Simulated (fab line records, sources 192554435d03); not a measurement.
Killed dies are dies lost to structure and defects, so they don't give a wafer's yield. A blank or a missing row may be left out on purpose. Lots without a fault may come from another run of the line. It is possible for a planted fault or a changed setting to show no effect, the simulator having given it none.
A lot that was struck, set against a sound lot ; flow n5Finfet ; 16 out of 1938 route steps
Sound: wafers L941.2, L941.4, L941.5. Struck: wafer L953.1 (L953.2, L953.4, from the same lot, were not struck and are left out); the cause is given at the end.
Each step with rows lists, per side, the tool, then ch with its chambers, then its first start. Under that, the readings that differ: sound wafers ; struck wafers ; difference of the means ; sigmas: that difference in standard deviations of wafers without a fault.
alike: readings with means less than 2 such deviations apart, plus words and numbers identical on both sides. not compared: withheld readings, readings lacking a value on some wafer, bounds such as >300 that could conceal the same value, and numbers that have no deviation in the record and whose values overlap.
Wherever a step has rows on one side only, a row that says differs or no value, or a row with sigmas, the two part there. Numbers that have no deviation but don't overlap get no sigmas and don't part them. Lack of a reading on every wafer of one side parts them only where that side has two or more wafers.

first, 1 step without rows for these wafers: N5_BEOL_M0_WET_ETCH_106 (etches SiO2 in DHF, target depth 130 nm, rinse time 30 s).
N5_BEOL_M0_ETCH_128: etches SiCN in CF4/N2, target depth 12 nm, overetch 5.1 nm, time 21.4 s.
  sound on rieDiel-04 ch 1,2,3, day 8 12:08; struck on rieDiel-04 ch 3, day 11 14:33
  alike: drypumpMotorCurrentA, oesProductAu, rfVppV, showerheadPlenumPTorr, throttleValvePct
  not compared: rfHoursCounterH
N5_BEOL_M0_TRENCH_ETCH_107: etches SiOC in C4F6/O2, target depth 32.8 nm, time 16.4 s.
  sound on rieDiel-04 ch 1,2,3, day 8 12:11; struck on rieDiel-04 ch 3, day 11 14:35
  alike: drypumpMotorCurrentA, oesProductAu, rfVppV, showerheadPlenumPTorr, throttleValvePct
  not compared: rfHoursCounterH
then, 1 step without rows for these wafers: N5_BEOL_M0_STRIP_142 (strips in N2/H2, time 10 s).
N5_BEOL_M0_OCD_MEAS_108:
  sound on ocd-02, day 8 12:17; struck on ocd-02, day 11 14:41
  alike: trenchDepthNm
then, 2 steps without rows for these wafers: N5_BEOL_M0_HM_STRIP_129 (strips TiN in peroxide tin strip, target depth 17 nm, time 108 s); N5_BEOL_M0_SRD_130 (time 30 s).
N5_BEOL_M0_ETCH_109: etches SiCN in CH3F/O2, target depth 8 nm, overetch 2.4 nm, time 27.4 s.
  sound on rieDiel-02 ch 2,3, day 8 12:58; struck on rieDiel-01 ch 1, day 11 14:49
  alike: drypumpMotorCurrentA, oesProductAu, rfVppV, showerheadPlenumPTorr, throttleValvePct
  not compared: rfHoursCounterH
then, 3 steps without rows for these wafers: N5_BEOL_M0_STRIP_139 (strips in post etch residue remover, time 60 s); N5_BEOL_M0_SRD_111 (time 30 s); N5_BEOL_M0_DEGAS_112 (time 60 s).
N5_BEOL_M0_PRE_CLEAN_113: time 30 s.
  sound on pvdSputter-01, day 8 13:31; struck on pvdSputter-01, day 11 15:41
  alike: heaterPowerW
N5_BEOL_M0_ALD_136: deposits TaN, pulse time 2 s, purge time 3 s, co reactant purge time 2 s.
  sound on aldMetal-04 ch 1,2,3, day 8 13:36; struck on aldMetal-03 ch 2, day 11 15:44
reading;sound;struck;difference;sigmas
heaterPowerW (W);439 493 494;317;-158;-3
purgeTimeS (s);3 3 3;2.747;-0.253;
N5_BEOL_M0_SURFACE_TREAT_137:
  sound on pvdSputter-01, day 8 14:02; struck on pvdSputter-03, day 11 16:08
  not compared: throttleValvePct
-- the record jumps here: 2 days lie between the struck wafers' starts before and after (it left off in module BEOL_M0 and takes up again in module BEOL_M4, whose first step shown is number 1111 of the route) --
N5_BEOL_M4_RC_MEAS_101:
  sound on prober-02 ch 0, day 10 17:14; struck on prober-01 ch 0, day 13 21:28
  alike: DIBL_N, DIBL_P, IOFF_N, IOFF_P, ION_N, ION_P, SS_N, SS_P, VT_N, VT_P
next, for these wafers, 1 step has no rows: N5_PASSIVATION_PROBE_49.

WHERE THEY PART
Only at N5_BEOL_M0_ALD_136, as far as this record shows. Later steps at which nothing parts them and some readings are alike: N5_BEOL_M4_RC_MEAS_101.

WHY: the cause the simulator had injected
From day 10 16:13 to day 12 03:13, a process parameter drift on aldMetal-03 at N5_BEOL_M0_ALD_136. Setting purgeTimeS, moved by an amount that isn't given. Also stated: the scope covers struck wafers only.
